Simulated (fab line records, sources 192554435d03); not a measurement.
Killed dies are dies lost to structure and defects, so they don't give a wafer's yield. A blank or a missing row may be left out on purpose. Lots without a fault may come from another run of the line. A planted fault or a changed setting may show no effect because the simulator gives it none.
Which tool did it? | flow n5_finfet | 11 lots, 29 wafers sampled, at 4 steps of a route of 1938

WHAT THE GAUGES READ, wafer by wafer
The record holds no reading of a measuring or inspecting step that can be judged against a usual standard deviation.

WHICH TOOL RAN EACH LOT (tool, then ch and the chambers of the sampled wafers, then the start)
lot  | N5_BEOL_M6_ETCH_72                 | N5_BEOL_M6_STRIP_36                | N5_BEOL_M6_ETCH_41                 | N5_BEOL_M6_CURE_75
L886 | rie_diel-06 ch 0,3, day 8 06:32    | rie_diel-06 ch 0,3, day 8 06:44    | rie_diel-06 ch 0,3, day 8 06:49    | uv_cure-02 ch 2, day 8 07:14
L888 | rie_diel-06 ch 0,2, day 8 12:28    | rie_diel-06 ch 0,2, day 8 12:39    | rie_diel-06 ch 0,2, day 8 12:44    | uv_cure-02 ch 2, day 8 13:05
L889 | rie_diel-04 ch 2,3, day 9 01:51    | rie_diel-04 ch 2,3, day 9 02:03    | rie_diel-04 ch 2,3, day 9 02:07    | uv_cure-02 ch 0, day 9 02:34
L890 | rie_diel-04 ch 1,3, day 9 12:38    | rie_diel-04 ch 1,3, day 9 12:50    | rie_diel-04 ch 1,3, day 9 12:54    | uv_cure-03 ch 2, day 9 13:13
L892 | rie_diel-04 ch 1,3, day 9 18:50    | rie_diel-04 ch 1,3, day 9 19:02    | rie_diel-04 ch 1,3, day 9 19:07    | uv_cure-03 ch 1, day 9 19:34
L894 | rie_diel-02 ch 0,2, day 10 12:02   | rie_diel-02 ch 0,2, day 10 12:14   | rie_diel-02 ch 0,2, day 10 12:18   | uv_cure-01 ch 0, day 10 12:40
L897 | rie_diel-04 ch 0,1,2, day 10 22:34 | rie_diel-04 ch 0,1,2, day 10 22:46 | rie_diel-04 ch 0,1,2, day 10 22:50 | uv_cure-03 ch 2, day 10 23:27
L904 | rie_diel-04 ch 1,2, day 12 12:40   | rie_diel-04 ch 1,2, day 12 12:52   | rie_diel-04 ch 1,2, day 12 12:56   | uv_cure-03 ch 0, day 12 13:18
L905 | rie_diel-02 ch 0,1, day 12 20:40   | rie_diel-02 ch 0,1, day 12 20:52   | rie_diel-02 ch 0,1, day 12 20:56   | uv_cure-03 ch 0, day 12 21:16
L906 | rie_diel-02 ch 1,3, day 13 02:12   | rie_diel-02 ch 1,3, day 13 02:23   | rie_diel-02 ch 1,3, day 13 02:28   | uv_cure-01 ch 1, day 13 02:50
L908 | rie_diel-02 ch 2,3, day 13 22:28   | rie_diel-02 ch 2,3, day 13 22:39   | rie_diel-02 ch 2,3, day 13 22:43   | uv_cure-03 ch 0, day 13 23:05
- N5_BEOL_M6_ETCH_72: etches underlayer in N2/H2, target depth 6.5 nm, time 5.2 s.
- N5_BEOL_M6_STRIP_36: strips in N2/H2.
- N5_BEOL_M6_ETCH_41: etches SiCN in CH3F/O2, target depth 29.7 nm, time 52 s.
- N5_BEOL_M6_CURE_75: cures SiCOH lowk, time 120 s.

WHAT THE TOOLS THEMSELVES READ (means of the sampled wafers that have a number; where no wafer has one, the mark that the record gives instead)
N5_BEOL_M6_ETCH_72. Usual: bias_w 150.0 W, standard deviation 0.48; drypump_motor_current_A 5.7 A, standard deviation 0.39; etch_rf_on_time_s 5.15 s, standard deviation 0.14; oes_product_au 0.66 a.u., standard deviation 0.078; rf_vpp_V 523.2 V, standard deviation 2.7; showerhead_plenum_p_Torr 2.52 Torr, standard deviation 0.08; throttle_valve_pct 17.99 %, standard deviation 0.19.
lot  | tool        | bias_w (W) | drypump_motor_current_A (A) | etch_rf_on_time_s (s) | oes_product_au (a.u.) | rf_vpp_V (V) | showerhead_plenum_p_Torr (Torr) | throttle_valve_pct (%) | flag
L886 | rie_diel-06 | 150.0      | 6.0                         | 5.15                  | 0.58                  | 524.5        | 2.54                            | 18.22                  |
L888 | rie_diel-06 | 150.4      | 5.7                         | 5.08                  | 0.59                  | 524.5        | 2.50                            | 18.07                  |
L889 | rie_diel-04 | 149.1      | 6.2                         | 5.28                  | 0.61                  | 520.5        | 2.46                            | 17.95                  |
L890 | rie_diel-04 | 150.2      | 5.6                         | 5.17                  | 0.65                  | 521.8        | 2.53                            | 18.08                  |
L892 | rie_diel-04 | 149.9      | 5.6                         | 5.05                  | 0.66                  | 522.2        | 2.53                            | 18.07                  |
L894 | rie_diel-02 | 150.3      | 5.2                         | 5.21                  | 0.66                  | 524.6        | 2.54                            | 18.00                  |
L897 | rie_diel-04 | 150.3      | 6.0                         | 5.13                  | 0.66                  | 521.3        | 2.48                            | 17.85                  |
L904 | rie_diel-04 | 150.1      | 5.9                         | 5.06                  | 0.66                  | 522.8        | 2.49                            | 17.94                  |
L905 | rie_diel-02 | 150.4      | 5.4                         | 5.21                  | 0.63                  | 525.4        | 2.60                            | 18.17                  |
L906 | rie_diel-02 | 149.4      | 5.7                         | 5.15                  | 0.65                  | 526.4        | 2.65                            | 17.97                  |
L908 | rie_diel-02 | 150.4      | 5.5                         | 5.06                  | 0.65                  | 525.8        | 2.60                            | 17.92                  |

N5_BEOL_M6_STRIP_36. Usual: drypump_motor_current_A 5.7 A, standard deviation 0.39; oes_product_au 0.77 a.u., standard deviation 0.088; rf_vpp_V 59.1 V, standard deviation 1.5; showerhead_plenum_p_Torr 2.52 Torr, standard deviation 0.08; throttle_valve_pct 23.75 %, standard deviation 0.19.
lot  | tool        | drypump_motor_current_A (A) | oes_product_au (a.u.) | rf_vpp_V (V) | showerhead_plenum_p_Torr (Torr) | throttle_valve_pct (%) | flag
L886 | rie_diel-06 | 6.0                         | 0.67                  | 58.3         | 2.54                            | 23.93                  |
L888 | rie_diel-06 | 5.6                         | 0.69                  | 58.5         | 2.49                            | 23.79                  |
L889 | rie_diel-04 | 6.1                         | 0.72                  | 58.9         | 2.46                            | 23.67                  |
L890 | rie_diel-04 | 5.6                         | 0.77                  | 59.5         | 2.53                            | 23.85                  |
L892 | rie_diel-04 | 5.6                         | 0.77                  | 59.2         | 2.53                            | 23.86                  |
L894 | rie_diel-02 | 5.2                         | 0.78                  | 58.8         | 2.54                            | 23.81                  |
L897 | rie_diel-04 | 6.0                         | 0.78                  | 58.4         | 2.47                            | 23.59                  |
L904 | rie_diel-04 | 5.9                         | 0.77                  | 58.5         | 2.49                            | 23.71                  |
L905 | rie_diel-02 | 5.5                         | 0.74                  | 59.2         | 2.60                            | 23.90                  |
L906 | rie_diel-02 | 5.7                         | 0.75                  | 58.0         | 2.64                            | 23.77                  |
L908 | rie_diel-02 | 5.5                         | 0.75                  | 58.4         | 2.60                            | 23.73                  |

N5_BEOL_M6_ETCH_41. Usual: bias_w 75.01 W, standard deviation 0.23; drypump_motor_current_A 5.7 A, standard deviation 0.39; oes_product_au 0.77 a.u., standard deviation 0.09; rf_vpp_V 297.0 V, standard deviation 1.6; run_length_s 75.2 s, standard deviation 0.42; showerhead_plenum_p_Torr 1.99 Torr, standard deviation 0.062; throttle_valve_pct 16.50 %, standard deviation 0.22.
lot  | tool        | bias_w (W) | drypump_motor_current_A (A) | oes_product_au (a.u.) | rf_vpp_V (V) | run_length_s (s) | showerhead_plenum_p_Torr (Torr) | throttle_valve_pct (%) | flag
L886 | rie_diel-06 | 74.99      | 5.9                         | 0.68                  | 298.6        | 75.0             | 2.01                            | 16.79                  |
L888 | rie_diel-06 | 75.09      | 5.6                         | 0.69                  | 296.4        | 75.5             | 1.98                            | 16.61                  |
L889 | rie_diel-04 | 74.92      | 6.2                         | 0.72                  | 295.8        | 75.1             | 1.93                            | 16.43                  |
L890 | rie_diel-04 | 75.14      | 5.6                         | 0.77                  | 297.1        | 75.7             | 2.00                            | 16.53                  |
L892 | rie_diel-04 | 74.84      | 5.5                         | 0.77                  | 297.5        | 75.4             | 2.00                            | 16.54                  |
L894 | rie_diel-02 | 74.99      | 5.2                         | 0.77                  | 297.4        | 75.1             | 2.02                            | 16.52                  |
L897 | rie_diel-04 | 75.04      | 6.0                         | 0.77                  | 295.6        | 89.7             | 1.95                            | 16.36                  | OFF
L904 | rie_diel-04 | 74.98      | 5.9                         | 0.77                  | 297.0        | 85.9             | 1.95                            | 16.35                  | OFF
L905 | rie_diel-02 | 74.67      | 5.4                         | 0.72                  | 297.2        | 74.9             | 2.05                            | 16.68                  |
L906 | rie_diel-02 | 75.04      | 5.6                         | 0.76                  | 299.8        | 75.0             | 2.09                            | 16.43                  |
L908 | rie_diel-02 | 74.99      | 5.5                         | 0.75                  | 298.2        | 75.3             | 2.05                            | 16.38                  |

N5_BEOL_M6_CURE_75. Usual: lamp_power_pct 52.31 %, standard deviation 0.05; wafer_temp_C_max 371.9, standard deviation 0.85.
lot  | tool       | lamp_power_pct (%) | wafer_temp_C_max | flag
L886 | uv_cure-02 | 52.22              | 371.3            |
L888 | uv_cure-02 | 52.28              | 371.2            |
L889 | uv_cure-02 | 52.26              | 371.5            |
L890 | uv_cure-03 | 52.29              | 372.9            |
L892 | uv_cure-03 | 52.34              | 372.9            |
L894 | uv_cure-01 | 52.34              | 370.6            |
L897 | uv_cure-03 | 52.31              | 373.6            |
L904 | uv_cure-03 | 52.30              | 371.1            |
L905 | uv_cure-03 | 52.30              | 371.6            |
L906 | uv_cure-01 | 52.32              | 371.1            |
L908 | uv_cure-03 | 52.31              | 371.4            |

THE ANSWER, worked out from the rows above alone
Rule: a lot is off if the mean of its wafers that have a number lies more than 3 standard deviations from the usual mean. A lot without any number at a reading at which 4 lots or more have one is off too. The other lots that the step has rows for count as sound. The gauges are gone through in route order, then the tools' own readings, and for those a lot's mean is taken as printed above. The first step at which some lot is off is used, and at that step the reading that is off furthest; a lot without a number counts as furthest.
Off: L897, L904, at N5_BEOL_M6_ETCH_41 (run_length_s).
A tool fits if, at that step or a process step before it, it ran every lot that is off, and no sound lot after the first of them. One fits: rie_diel-04 at N5_BEOL_M6_ETCH_72 and N5_BEOL_M6_STRIP_36 and N5_BEOL_M6_ETCH_41. At N5_BEOL_M6_ETCH_72 its last sound lot is L892 (day 9 18:50), its first lot that is off L897 (day 10 22:34): a fault that began between those two fits.

WHAT THE SIMULATOR HAD PUT IN
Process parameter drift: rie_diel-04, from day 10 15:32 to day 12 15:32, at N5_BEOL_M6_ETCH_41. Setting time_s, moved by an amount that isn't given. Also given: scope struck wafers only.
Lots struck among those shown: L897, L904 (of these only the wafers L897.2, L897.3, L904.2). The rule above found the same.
